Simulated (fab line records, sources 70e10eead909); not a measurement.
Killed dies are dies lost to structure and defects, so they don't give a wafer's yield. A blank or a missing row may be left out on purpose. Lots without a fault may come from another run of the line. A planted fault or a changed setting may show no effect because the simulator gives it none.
A struck lot beside a sound one | flow nand_harc | 15 steps out of a route of 1302
Sound: wafers L410.3, L410.4, L410.5. Struck: wafers L419.1, L419.2, L419.6. The cause comes at the end.
At each step with rows: each side's tool, then ch and its chambers, then its first start. Under that, the readings that differ: sound wafers | struck wafers | difference of the means | sigmas: that difference in standard deviations of wafers without a fault.
alike: readings whose means differ by less than 2 such deviations, and words and numbers that are the same on both sides. not compared: withheld readings, readings that some wafer has no value for, bounds like >300 that may hide the same value, and numbers for which the record gives no deviation and whose values overlap.
The two part at a step that has a row with sigmas, a row that says differs or no value, or rows on one side only. Numbers that don't overlap but have no deviation are shown without sigmas and don't part them. A reading that every wafer of one side lacks parts them only if that side has two wafers or more.

first, 2 steps without rows for these wafers: NHARC_P_GATE_PEB_09 (peb time 85 s); NHARC_P_GATE_DEVELOP_10 (time 70 s).
NHARC_P_GATE_CD_MEAS_11: target cd 1640 nm.
  sound on cd_sem-02 ch 0, day 6 19:18; struck on cd_sem-02 ch 0, day 10 09:44
  alike: cd_nm
then, 1 step without rows for these wafers: NHARC_P_GATE_HARDBAKE_12 (time 80 s).
NHARC_P_GATE_DESCUM_13: chemistry O2, time 3 s.
  sound on rie_diel-12 ch 0,1, day 6 19:28; struck on rie_diel-01 ch 0,2, day 10 09:54
  alike: drypump_motor_current_A, mfc_ar_sccm, oes_product_au, rf_vpp_V, showerhead_plenum_p_Torr, throttle_valve_pct
  not compared: rf_hours_counter_h
then, 6 steps without rows for these wafers: NHARC_P_GATE_ETCH_14 (etches SiO2 in dHF, target depth 48.8 nm); NHARC_P_GATE_STRIP_15 (strips in SPM, time 780 s); NHARC_P_GATE_PRECLEAN_71 (cleans in SC1); NHARC_P_GATE_SRD_72; NHARC_P_GATE_OXIDE_16 (material SiO2, target thk 3 nm, ox time 392 s); NHARC_P_GATE_CVD_17 (deposits poly-Si, target thk 150 nm, time 900 s).
NHARC_P_GATE_HM_DEP_102: deposits aC, target thk 120 nm.
  sound on acl_dep-02 ch 0, day 7 10:41; struck on acl_dep-02 ch 0, day 10 21:55
  alike: throttle_valve_pct
NHARC_P_GATE_DEP_103: deposits SiON, target thk 30 nm.
  sound on pecvd-04 ch 0,2, day 7 11:11; struck on pecvd-03 ch 0,1,2, day 10 23:17
  alike: heater_power_w
then, 2 steps without rows for these wafers: NHARC_P_GATE_DEHYDRATE_18 (time 120 s); NHARC_END_SORT_01.

WHERE THEY PART
Nowhere in this record.

WHY: what the simulator had put in
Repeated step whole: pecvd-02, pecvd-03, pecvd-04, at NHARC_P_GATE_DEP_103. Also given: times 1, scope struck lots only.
